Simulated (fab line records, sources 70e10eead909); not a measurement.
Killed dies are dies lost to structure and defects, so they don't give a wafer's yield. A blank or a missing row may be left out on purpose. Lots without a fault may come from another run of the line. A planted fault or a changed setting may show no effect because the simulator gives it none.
A struck lot beside a sound one | flow nand_harc | 15 steps out of a route of 1302
Sound: wafers L653.1, L653.4, L653.6. Struck: wafer L655.3. (L655.4 of the same lot was not struck and is left out.) The cause comes at the end.
At each step with rows: each side's tool, then ch and its chambers, then its first start. Under that, the readings that differ: sound wafers | struck wafers | difference of the means | sigmas: that difference in standard deviations of wafers without a fault.
alike: readings whose means differ by less than 2 such deviations, and words and numbers that are the same on both sides. not compared: withheld readings, readings that some wafer has no value for, bounds like >300 that may hide the same value, and numbers for which the record gives no deviation and whose values overlap.
The two part at a step that has a row with sigmas, a row that says differs or no value, or rows on one side only. Numbers that don't overlap but have no deviation are shown without sigmas and don't part them. A reading that every wafer of one side lacks parts them only if that side has two wafers or more.

first, 1 step without rows for these wafers: NHARC_A_ONON_D1_DEP_06 (target thk 1000 nm).
NHARC_A_ONON_D1_THK_MEAS_08: measures by ellipsometry.
  sound on film_metro-02, day 9 10:03; struck on film_metro-02, day 10 07:12
  reading     | sound          | struck | difference | sigmas
  thk_nm (nm) | 1018 1016 1015 | 999    | -17        | -2
then, 1 step without rows for these wafers: NHARC_A_ONON_D1_DEP_09 (target thk 1000 nm).
NHARC_A_ONON_D1_THK_MEAS_11: measures by ellipsometry.
  sound on film_metro-02, day 9 10:37; struck on film_metro-02, day 10 07:46
  reading     | sound       | struck | difference | sigmas
  thk_nm (nm) | 991 991 995 | 1010   | +18        | +2
then, 1 step without rows for these wafers: NHARC_A_ONON_D1_DEP_12 (target thk 1000 nm).
NHARC_A_ONON_D1_THK_MEAS_14: measures by ellipsometry.
  sound on film_metro-01, day 9 11:11; struck on film_metro-02, day 10 08:20
  alike: thk_nm
then, 2 steps without rows for these wafers: NHARC_A_ONON_D1_ANNEAL_15 (time 3600 s); NHARC_A_ONON_D1_DEP_16 (target thk 1000 nm).
NHARC_A_ONON_D1_THK_MEAS_18: measures by ellipsometry.
  sound on film_metro-02, day 9 20:44; struck on film_metro-02, day 10 14:38
  alike: thk_nm
then, 1 step without rows for these wafers: NHARC_A_ONON_D1_DEP_19 (target thk 1000 nm).
NHARC_A_ONON_D1_THK_MEAS_21: measures by ellipsometry.
  sound on film_metro-01, day 9 21:17; struck on film_metro-01, day 10 15:13
  alike: thk_nm
NHARC_A_ONON_D1_DEP_22: target thk 1000 nm.
  sound on pecvd_onon-01 ch 0, day 9 21:21; struck on pecvd_onon-01 ch 0, day 10 15:23
NHARC_A_ONON_D1_THK_MEAS_24: measures by ellipsometry.
  sound on film_metro-01, day 9 21:51; struck on film_metro-02, day 10 15:46
  reading     | sound       | struck | difference | sigmas
  thk_nm (nm) | 994 994 994 | 1536   | +542       | +54
then, 1 step without rows for these wafers: NHARC_A_ONON_D1_DEP_25 (target thk 1000 nm).
-- the record jumps here: 16 days lie between the struck wafers' starts before and after (it left off in module A_ONON_D1 and takes up again in module END, whose first step shown is number 1302 of the route) --
NHARC_END_SORT_01:
  the record has rows for the struck wafers here (prober-01 ch 0, day 26 13:37) and none for the sound ones

WHERE THEY PART
First at NHARC_A_ONON_D1_THK_MEAS_08; last, within this record, at NHARC_END_SORT_01.

WHY: what the simulator had put in
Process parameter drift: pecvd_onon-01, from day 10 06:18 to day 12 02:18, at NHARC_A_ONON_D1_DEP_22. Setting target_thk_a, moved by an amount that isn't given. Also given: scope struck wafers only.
